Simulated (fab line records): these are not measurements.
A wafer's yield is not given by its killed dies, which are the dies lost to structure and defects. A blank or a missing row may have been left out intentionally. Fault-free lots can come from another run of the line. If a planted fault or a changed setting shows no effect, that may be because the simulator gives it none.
fab line records | flow n5Finfet
[record] lots = 4 | wafers = 12 | lastDay = 18
route steps=1938 shown MOL_CONTACT_COAG@551 BEOL_M4@1111 PASSIVATION@1936
lots that met no fault: taken from a fault-free run of the same line
startH: hours from the record's opening day to when the first of the lot's shown wafers began | waitH: time in hours since the lot's previous step | " unchanged from the row above | L1.1+2: one row covering several wafers at once | - no value, or no start given | * or withheld: withheld | < > ~ a bound
route shown NAME@n: a module of which the file shows steps, and the number in the route of the first | usual: mean and standard deviation over wafers with no fault | same: alike in all rows | chamber/n: place in a boat | sites: the reading at each site | _std_site: standard deviation across them | _edge_site: mean of outer sites minus mean of inner sites | radiusMm: for every site, how far away it sits from the centre of the wafer | mask NAME#n: copy n | behind: the last tool/chamber to shape the wafer | hold: why the lot went on hold/how many hours it stayed there/how the hold came to an end | device: whichever transistor did not switch (one of n, p or np) | end of line: tests run on the same wafers once the route is complete | a step without rows: its recipe alone | killed: the dies lost at the first sort to structure and to defects; this is not the yield of the wafer | map: a wafer's dies, marking killed ones x, the rest . and places with no die _
set.NAME: the run value of the setting; set.NAME@STEP: its run value at that earlier step | model.NAME: the simulator's own value behind a step, which no gauge read
lots seen at some steps along the route; tables by step, rows by wafer
services: a tool's chamber out of use, with start hour (startH, from the record's first day; less than 0 if before it), hours out, and reason
[[steps]]
[step N5_MOL_CONTACT_COAG_SPUTTER_130]
[recipe] material = Co | targetThkA = 475 | tempC = 25 | chamberPressurePa = 0.5 | powerW = 3000
[step N5_MOL_CONTACT_COAG_PRECLEAN_125]
[recipe] chemistry = DIW | timeS = 57.5 | tempC = 23
[step N5_MOL_CONTACT_COAG_SRD_126]
[recipe] dryTimeS = 32 | dry = n2Spin | spinRpm = 1500
[step N5_MOL_CONTACT_COAG_CMP_23]
[recipe] stopOn = SiO2 | tOverpolishS = 1.5 | postCmpClean = cuAlkaline | downForcePsi = 2 | platenRpm = 50.289 | padVelocityMS = 1.0006 | targetThkNm = 0
[step N5_MOL_CONTACT_COAG_WET_ETCH_26]
[recipe] target = Co | targetDepthNm = 13
[step N5_MOL_CONTACT_COAG_WET_ETCH_116]
[recipe] chemistry = SC1-inhibited | targetDepthNm = 4.6 | dry = ipaMarangoni | rinseTimeS = 30 | rinseTempC = 23
[step N5_MOL_CONTACT_COAG_ALD_27]
[recipe] material = SiOC | targetThkA = 170 | tempC = 400 | aldPrecursorFamily = carbosiloxane | aldCoReactant = H2-plasma | pulseTimeS = 1.5 | timeS = 2720 | purgeTimeS = 2 | coReactantPurgeTimeS = 2 | aldCycles = 340 | pressureTorr = 2
[step N5_MOL_CONTACT_COAG_CMP_28]
[recipe] stopOn = SiNx | tOverpolishS = 0.85 | postCmpClean = alkalineBrush | downForcePsi = 4.15 | platenRpm = 51.8 | padVelocityMS = 1.0307 | targetThkNm = 14.522
[step N5_MOL_CONTACT_COAG_ALD_123]
[recipe] material = SiNx | targetThkA = 50 | tempC = 400 | aldPrecursorFamily = SiH2I2 | aldCoReactant = N2/H2-plasma | pulseTimeS = 1 | purgeTimeS = 2 | coReactantPurgeTimeS = 2 | aldCycles = 100 | pressureTorr = 2
[step N5_MOL_CONTACT_COAG_PECVD_31]
[recipe] material = SiO2 | targetThkA = 460 | tempC = 400 | precursor = TEOS/O2 | pressureTorr = 6.5 | rfW = withheld | teosFlowSccm = withheld | gas = O2 | flowSccm = 2650 | timeS = 8.9
lot.wafer | tool     | chamber | startH | waitH | model.SiO2_of_MOL_CONTACT_COAG_PECVD_31.thkNm
L742.2    | pecvd-01 | 2       | 140.00 | 0.3   | 40.4
L742.4    | "        | 2       | "      | "     | 40.8
L742.5    | "        | 1       | "      | "     | 41.2
L745.1    | pecvd-01 | 0       | 157.81 | 0.3   | 45.6
L745.2    | "        | 2       | "      | "     | 40
L745.4    | "        | 2       | "      | "     | 41
L748.1    | pecvd-03 | 2       | 178.15 | 0.3   | 46.4
L748.2    | "        | 1       | "      | "     | 45.6
L748.6    | "        | 2       | "      | "     | 47.2
L757.2    | pecvd-01 | 0       | 233.80 | 0.3   | 45.6
L757.4    | "        | 1       | "      | "     | 46.2
L757.6    | "        | 2       | "      | "     | 45.2
[step N5_MOL_CONTACT_COAG_COAT_75]
[recipe] resist = SOC | tempC = 250 | timeS = 60 | spinRpm = 1500 | resistThkNm = 60
[step N5_MOL_CONTACT_COAG_COAT_76]
[recipe] resist = SiARC | tempC = 220 | timeS = 60 | spinRpm = 1500 | resistThkNm = 10
[step N5_MOL_CONTACT_COAG_COAT_77]
[recipe] resist = underlayer | tempC = 205 | timeS = 60 | spinRpm = 1500 | resistThkNm = 10
[step N5_MOL_CONTACT_COAG_COAT_78]
[recipe] resist = CAR-EUV | spinRpm = 1500 | resistThkNm = 40
[step N5_MOL_CONTACT_COAG_EBR_80]
[recipe] solvent = PGMEA | ebrWidthMm = 1.5
[step N5_MOL_CONTACT_COAG_SOFTBAKE_79]
[recipe] tempC = 110 | timeS = 60 | resist = CAR-EUV
[step N5_MOL_CONTACT_COAG_EXPOSE_81]
[recipe] maskId = VG | na = 0.33 | sourceShape = annular | sigmaInner = 0.3 | sigmaOuter = 0.7 | polarization = unpolarized | defocusNm = 0 | doseMj = 59.5
[step N5_MOL_CONTACT_COAG_PEB_82]
[recipe] pebTempC = 100 | pebTimeS = 60 | resist = CAR-EUV
[step N5_MOL_CONTACT_COAG_DEVELOP_83]
[recipe] developTimeS = 30 | developer = TMAH | resist = CAR-EUV | rinseLiquid = surfactantRinse | dry = airSpin | devTempC = 23
[step N5_MOL_CONTACT_COAG_DESCUM_88]
[recipe] chemistry = O2 | timeS = 7 | sourcePowerW = 50 | biasPowerW = 20 | pressureMtorr = 20 | rfFrequencyHz = 2.712e+07 | tempC = 40 | resist = CAR-EUV | o2FlowSccm = 225
[step N5_MOL_CONTACT_COAG_ETCH_89]
[recipe] chemistry = N2/H2 | target = underlayer | targetDepthA = 130 | maskMaterial = CAR-EUV | timeS = 10.4 | ionEnergyEv = 200 | pressureMtorr = 30 | sourceW = 840 | biasW = 150 | n2FlowSccm = 200 | h2FlowSccm = 200 | ends = cleared
[step N5_MOL_CONTACT_COAG_ETCH_90]
[recipe] chemistry = CF4 | target = SiARC | targetDepthA = 130 | maskMaterial = CAR-EUV | timeS = 21.7 | ionEnergyEv = 80 | pressureMtorr = 40 | sourceW = 545 | biasW = 36 | Ar_flow_sccm = 100 | cf4FlowSccm = 100 | ends = cleared
[step N5_MOL_CONTACT_COAG_ALD_131]
[recipe] material = SiO2 | targetThkA = 50 | tempC = 100 | aldPrecursorFamily = BDEAS | aldCoReactant = O2-plasma | pulseTimeS = 1 | coReactantPulseTimeS = 1 | purgeTimeS = 2 | coReactantPurgeTimeS = 2 | aldCycles = 35 | pressureTorr = 2
[step N5_MOL_CONTACT_COAG_ETCHBACK_132]
[recipe] chemistry = CHF3 | target = SiO2 | targetDepthA = 100 | timeS = 6.7 | ionEnergyEv = 200 | pressureMtorr = 30 | sourceW = 610 | biasW = 170 | Ar_flow_sccm = 200 | CHF3_flow_sccm = 50
[step N5_MOL_CONTACT_COAG_ETCH_91]
[recipe] chemistry = N2/H2 | target = SOC | targetDepthA = 600 | overetchA = 210 | maskMaterial = SiARC | tempC = 40 | timeS = 101.2 | ionEnergyEv = 200 | pressureMtorr = 30 | sourceW = 840 | biasW = 150 | n2FlowSccm = 200 | h2FlowSccm = 200
[step N5_MOL_CONTACT_COAG_STRIP_92]
[recipe] chemistry = N2/H2 | tempC = 40 | n2FlowSccm = 200 | h2FlowSccm = 200 | rfFrequencyHz = 6e+07
[step N5_MOL_CONTACT_COAG_STRIP_93]
[recipe] chemistry = N2/H2 | tempC = 40 | n2FlowSccm = 200 | h2FlowSccm = 200 | rfFrequencyHz = 6e+07
[step N5_MOL_CONTACT_COAG_ETCHBACK_135]
[recipe] chemistry = CHF3 | target = SiO2 | targetDepthA = 250 | timeS = 16.7 | ionEnergyEv = 200 | pressureMtorr = 30 | sourceW = 610 | biasW = 170 | Ar_flow_sccm = 200 | CHF3_flow_sccm = 50
[step N5_MOL_CONTACT_COAG_STRIP_118]
[recipe] chemistry = CHF3 | resist = SiARC | rfFrequencyHz = 6e+07
[step N5_MOL_CONTACT_COAG_VIA_ETCH_46]
[recipe] chemistry = C4F6/O2 | targetDepthA = 460 | overetchA = 92 | maskMaterial = SOC | target = SiO2 | biasW = 455 | pressureMtorr = 10 | timeS = 40 | sourceW = 325 | Ar_flow_sccm = 300 | C4F6_flow_sccm = 10 | O2_flow_sccm = 10 | ionEnergyEv = 575.3 | ends = endPoint
[usual] C4F6_flow_sccm = 10.00/0.033 | drypumpMotorCurrentA = 5.5/0.44 | oes_o_777_au = 0.81/0.094 | oesProductAu = 0.74/0.077 | rfFwdPowerW = 322.9/1.1 | rfVppV = 1608/50 | showerheadPlenumPTorr = 2.88/0.083 | throttleValvePct = 40.7/0.57
lot.wafer | tool       | chamber | startH | waitH | C4F6_flow_sccm | drypumpMotorCurrentA | oes_o_777_au | oesProductAu | rfFwdPowerW | rfHoursCounterH | rfVppV | showerheadPlenumPTorr | throttleValvePct | model.etch.depthNm
L742.2    | rieDiel-01 | 2       | 141.47 | 0.0   | 9.99           | 5.6                  | 0.91         | 0.77         | 322.0       | 12              | 1589   | 2.92                  | 41.5             | 40.42
L742.4    | "          | 3       | "      | "     | 10.00          | 4.8                  | 0.80         | 0.67         | 324.0       | -               | 1526   | 2.87                  | 40.8             | 40.84
L742.5    | "          | 0       | "      | "     | 10.04          | 5.7                  | 0.73         | 0.62         | 323.1       | -               | 1670   | 2.95                  | 40.2             | 41.29
L745.1    | rieDiel-04 | 3       | 158.89 | 0.0   | 9.96           | 5.6                  | 0.73         | 0.61         | 322.7       | 240             | 1542   | 2.95                  | 41.5             | 45.53
L745.2    | "          | 0       | "      | "     | 10.02          | 5.9                  | 0.68         | 0.56         | 322.8       | 248             | 1619   | 2.77                  | 40.6             | 39.98
L745.4    | "          | 2       | "      | "     | 9.99           | 5.0                  | 0.82         | 0.71         | 321.9       | 44              | 1631   | 2.89                  | 41.2             | 40.91
L748.1    | rieDiel-01 | 3       | 179.31 | 0.0   | 9.98           | 4.8                  | 0.78         | 0.70         | 322.4       | 94              | 1525   | 2.86                  | 40.8             | 46.46
L748.2    | "          | 0       | "      | "     | 9.99           | 5.7                  | 0.71         | 0.64         | 322.9       | 175             | 1670   | 2.95                  | 40.2             | 45.62
L748.6    | "          | 0       | "      | "     | 9.98           | 5.7                  | 0.71         | 0.66         | 324.4       | -               | 1667   | 2.95                  | 40.2             | 47.24
L757.2    | rieDiel-04 | 1       | 234.73 | 0.0   | 10.03          | 5.2                  | 0.92         | 0.78         | 321.0       | 40              | 1568   | 3.02                  | 40.3             | 45.67
L757.4    | "          | 2       | "      | "     | 9.99           | 4.9                  | 0.79         | 0.73         | 321.9       | 73              | 1630   | 2.88                  | 41.3             | 46.22
L757.6    | "          | 2       | "      | "     | 10.01          | 5.0                  | 0.78         | 0.73         | 321.4       | -               | 1628   | 2.88                  | 41.2             | 45.28
[step N5_MOL_CONTACT_COAG_STRIP_96]
[recipe] chemistry = N2/H2 | powerW = 500 | tempC = 40 | pressureMtorr = 50 | rfFrequencyHz = 6e+07 | overashFraction = 0.3 | biasPowerW = 28 | h2Frac = 0.5 | n2FlowSccm = 300 | h2FlowSccm = 300
[step N5_MOL_CONTACT_COAG_ETCH_47]
[recipe] chemistry = CH3F/O2 | target = SiNx | targetDepthA = 270 | maskMaterial = SiO2 | stopOn = W | overEtchFrac = 0.2 | ionEnergyEv = 120 | endpoint = OES-CN | pressureMtorr = 30 | sourceW = 395 | biasW = 73 | Ar_flow_sccm = 150 | CH3F_flow_sccm = 30 | O2_flow_sccm = 20 | ends = endPoint
[step N5_MOL_CONTACT_COAG_STRIP_119]
[recipe] chemistry = N2/H2 | timeS = 30 | powerW = 1000 | tempC = 250 | pressureMtorr = withheld | n2FlowSccm = 1750 | h2FlowSccm = 3250
[step N5_MOL_CONTACT_COAG_PRECLEAN_144]
[recipe] chemistry = alkalineClean | tempC = 60 | timeS = 60 | doPpb = 50
[step N5_MOL_CONTACT_COAG_SRD_145]
[recipe] dry = ipaMarangoni | timeS = 30 | tempC = 23 | rinseLiquid = diw
[step N5_MOL_CONTACT_COAG_CMP_52]
[recipe] stopOn = SiO2 | tOverpolishS = 1.5 | postCmpClean = wDiluteNh4oh | downForcePsi = 4 | platenRpm = 50.289 | padVelocityMS = 1.0006 | targetThkNm = 66.5
[usual] motorCurrentA = 12.3/1.8 | padLifeWafers = 1001/720
lot.wafer | tool   | chamber | startH | waitH | motorCurrentA | padLifeWafers | model.SiO2_of_MOL_CONTACT_COAG_PECVD_31.thkNm
L742.4    | cmp-04 | 1       | 143.52 | 0.0   | 11.3          | 120           | 38.8
L742.2    | "      | 3       | "      | "     | 10.4          | 122           | 38.4
L742.5    | "      | 1       | "      | "     | 11.0          | -             | 39.2
L745.4    | cmp-04 | 3       | 161.27 | 0.0   | 11.3          | 270           | 38.8
L745.2    | "      | 0       | "      | "     | 11.2          | 271           | 37.8
L745.1    | "      | 1       | "      | "     | 10.7          | 272           | 43.6
L748.1    | cmp-04 | 2       | 181.76 | 0.1   | 10.5          | 404           | 44.4
L748.2    | "      | 3       | "      | "     | 11.2          | 405           | 43.6
L748.6    | "      | 1       | "      | "     | 10.5          | -             | 45.2
L757.2    | cmp-04 | 2       | 237.52 | 0.0   | 10.7          | 876           | 43.6
L757.4    | "      | 1       | "      | "     | 11.0          | 879           | 44.2
L757.6    | "      | 2       | "      | "     | 11.0          | -             | 43.2
[step N5_MOL_CONTACT_COAG_THK_MEAS_53]
[recipe] reads = SiO2_of_MOL_CONTACT_COAG_PECVD_31
[usual] VIA_MOL_THK = 44.2/0.64
lot.wafer | tool         | chamber | startH | waitH | VIA_MOL_THK[nm]
L742.2    | filmMetro-02 | -       | 144.03 | -     | 38.4
L742.4    | "            | -       | "      | "     | 38.8
L742.5    | "            | -       | "      | "     | 39.2
L745.1    | filmMetro-01 | -       | 161.56 | -     | 43.5
L745.2    | "            | -       | "      | "     | 37.9
L745.4    | "            | -       | "      | "     | 38.8
L748.1    | filmMetro-01 | -       | 181.98 | -     | 44.4
L748.2    | "            | -       | "      | "     | 43.5
L748.6    | "            | -       | "      | "     | 45.1
L757.2    | filmMetro-02 | -       | 237.81 | -     | 43.6
L757.4    | "            | -       | "      | "     | 44.2
L757.6    | "            | -       | "      | "     | 43.2
[step N5_BEOL_M4_RC_MEAS_101]
[usual] DIBL_N = 36.2/2.2 | DIBL_P = 36.5/3 | IOFF_N = 0.16/0.039 | IOFF_P = 0.22/0.047 | ION_N = 675/15 | ION_P = 463/10 | SS_N = 71.6/0.71 | SS_P = 73.4/0.94 | VT_N = 250/3.6 | VT_P = -250/3.9
lot.wafer | tool      | chamber | startH | waitH | DIBL_N[mV/V] | DIBL_P[mV/V] | IOFF_N[nA/um] | IOFF_P[nA/um] | ION_N[uA/um] | ION_P[uA/um] | SS_N[mV/dec] | SS_P[mV/dec] | VT_N[mV] | VT_P[mV]
L742.2    | prober-01 | 0       | 214.36 | 0.2   | 35.8         | 35.9         | 0.12          | 0.17          | 674          | 466          | 71.3         | 72.5         | 256      | -253
L742.4    | "         | 0       | "      | "     | 37.2         | 38.1         | 0.16          | 0.21          | 682          | 468          | 71.1         | 73.5         | 250      | -252
L742.5    | "         | 0       | "      | "     | 37.8         | 38.2         | 0.17          | 0.21          | 695          | 472          | 71.3         | 72.9         | 249      | -252
L745.1    | prober-02 | 0       | 226.97 | 0.0   | 36.4         | 40.4         | 0.17          | 0.30          | 668          | 468          | 71.3         | 74.4         | 250      | -248
L745.2    | "         | 0       | "      | "     | 37.6         | 40.1         | 0.20          | 0.27          | 683          | 471          | 71.7         | 73.9         | 247      | -248
L745.4    | "         | 0       | "      | "     | 38.1         | 40.0         | 0.21          | 0.26          | 681          | 465          | 71.6         | 73.7         | 246      | -248
L748.1    | prober-02 | 0       | 256.35 | 0.0   | 35.2         | 33.2         | 0.12          | 0.15          | 659          | 448          | 70.9         | 71.6         | 254      | -255
L748.2    | "         | 0       | "      | "     | 36.1         | 34.5         | 0.13          | 0.16          | 677          | 460          | 71.1         | 72.7         | 254      | -257
L748.6    | "         | 0       | "      | "     | 36.9         | 36.0         | 0.14          | 0.18          | 680          | 466          | 71.4         | 73.3         | 253      | -253
L757.2    | prober-02 | 0       | 317.39 | 0.2   | 36.9         | 35.4         | 0.16          | 0.19          | 691          | 472          | 70.5         | 73.5         | 251      | -252
L757.4    | "         | 0       | "      | "     | 36.2         | 34.3         | 0.13          | 0.17          | 653          | 449          | 72.0         | 73.8         | 252      | -253
L757.6    | "         | 0       | "      | "     | 39.9         | 39.3         | 0.20          | 0.25          | 684          | 471          | 72.5         | 74.0         | 248      | -251
[step N5_PASSIVATION_PROBE_49]
[usual] defectLimitedYield = 91.5/1.5 | killed_at_M0_to_M3 = 32/10 | killed_at_M4_up = 13/4.9 | killedAtContacts = 13/6.1 | killedAtFrontEnd = 38/11 | killedAtOther = 3/3.2 | killedDies = 101/18 | killedOpen = 66/13 | killedShort = 32/8.3 | sort_bin_5_function = 5.0/1 | sort_bin_6_memory = 3.2/0.74 | sortNPass = 1078/22 | sortYieldPct = 91.3/1.9
[same] grossDies = 1180 | killedAtBackSide = 0 | sort_bin_4_leakage[%] = 0 | sort_bin_8_speed[%] = 0
lot.wafer | tool      | chamber | startH | waitH | defectLimitedYield[%] | killed_at_M0_to_M3 | killed_at_M4_up | killedAtContacts | killedAtFrontEnd | killedAtOther | killedDies | killedOpen | killedShort | sort_bin_5_function[%] | sort_bin_6_memory[%] | sortNPass | sortYieldPct[%]
L742.5    | prober-02 | -       | 326.92 | 0.2   | 89.2                  | 42                 | 14              | 11               | 55               | 5             | 127        | 71         | 37          | 4.8                    | 4.4                  | 1053      | 89.2
L745.1    | prober-02 | -       | 335.35 | 0.0   | 91.4                  | 26                 | 9               | 3                | 55               | 8             | 101        | 43         | 55          | 4.7                    | 3.1                  | 1079      | 91.4
// killed by level:class
L742.5 STI_FIN_REVEAL:geometricParticle:open=18 HKMG_FIN:areaEtch=12 MOL_CONTACT_COAG:geometricParticle:open=11 BEOL_M0_SAQP:geometricParticle:short=8 BEOL_M2:geometricParticle:short=7 BEOL_M0_SAQP:geometricParticle:open=7 BEOL_M3:geometricParticle:open=6 FIN_SAQP:geometricParticle:short=5
L745.1 GATE_CUT:geometricParticle:short=16 FIN_SAQP:geometricParticle:short=11 BEOL_M0_SAQP:geometricParticle:short=8 STI_FIN_REVEAL:geometricParticle:open=6 BEOL_M0_SAQP:geometricParticle:open=6 FIN_SAQP:geometricParticle:open=5 GATE_CUT:geometricParticle:open=4 BEOL_M1:geometricParticle:open=4
[[services]]
tool       | chamber | startH | hours | kind
cmp-04     | -       | 117.45 | 1.1   | repair
pecvd-01   | -       | 120.19 | 2.0   | repair
cmp-04     | -       | 121.91 | 4.0   | pm
cmp-04     | -       | 125.91 | -     | consumableReplace:conditioner
cmp-04     | -       | 125.91 | -     | consumableReplace:pad
pecvd-01   | -       | 126.90 | 0.9   | repair
cmp-04     | -       | 138.52 | 3.1   | repair
rieDiel-01 | 1       | 139.95 | -     | clean
rieDiel-01 | 1       | 139.95 | -     | consumableReplace:focusRing
rieDiel-01 | 1       | 139.95 | 16.9  | scheduledDown
rieDiel-01 | 1       | 139.95 | 16.9  | ventCycle
cmp-04     | -       | 163.46 | 1.9   | repair
rieDiel-04 | 0       | 165.14 | -     | clean
rieDiel-04 | 0       | 165.14 | -     | consumableReplace:focusRing
rieDiel-04 | 0       | 165.14 | 17.2  | scheduledDown
rieDiel-04 | 0       | 165.14 | 17.2  | ventCycle
rieDiel-04 | 1       | 173.76 | 7.8   | repair
rieDiel-04 | 3       | 182.36 | -     | clean
rieDiel-04 | 3       | 182.36 | -     | consumableReplace:focusRing
rieDiel-04 | 3       | 182.36 | 21.1  | scheduledDown
rieDiel-04 | 3       | 182.36 | 21.1  | ventCycle
pecvd-03   | 1       | 184.02 | 19.0  | repair
cmp-04     | -       | 232.99 | 0.6   | repair
pecvd-01   | 0       | 235.44 | 5.5   | scheduledDown
[[key]]
[firstSign] step = N5_MOL_CONTACT_COAG_THK_MEAS_53 | reading = VIA_MOL_THK | direction = down | sigmas = 8.8 | usual = 44.2 | struck = 38.6
effect none on later readings
[modelEffect] step = N5_MOL_CONTACT_COAG_PECVD_31 | value = SiO2_of_MOL_CONTACT_COAG_PECVD_31.thkNm | without = 45.96 | struck = 40.68
[modelEffect] step = N5_MOL_CONTACT_COAG_VIA_ETCH_46 | value = etch.depthNm | without = 45.97 | struck = 40.69
[modelEffect] step = N5_MOL_CONTACT_COAG_CMP_52 | value = SiO2_of_MOL_CONTACT_COAG_PECVD_31.thkNm | without = 43.96 | struck = 38.6
metAt N5_MOL_CONTACT_COAG_PECVD_31
struckWafers L742.2,L742.4,L742.5,L745.2,L745.4
[baselineLoss] step = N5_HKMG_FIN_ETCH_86 | wafers = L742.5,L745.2
[fault] kind = processParameterDrift | tool = pecvd-01 | chamber = - | onsetH = 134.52 | steps = N5_MOL_CONTACT_COAG_PECVD_31 | channel = timeS | offset = * | shape = step | endH = 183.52 | scope = struckWafersOnly | actsIn = * | stated = *
// baselineLoss: these wafers lose ten dies or more at that step, a loss of the line's own and not of a fault; the sort's usual values leave them out
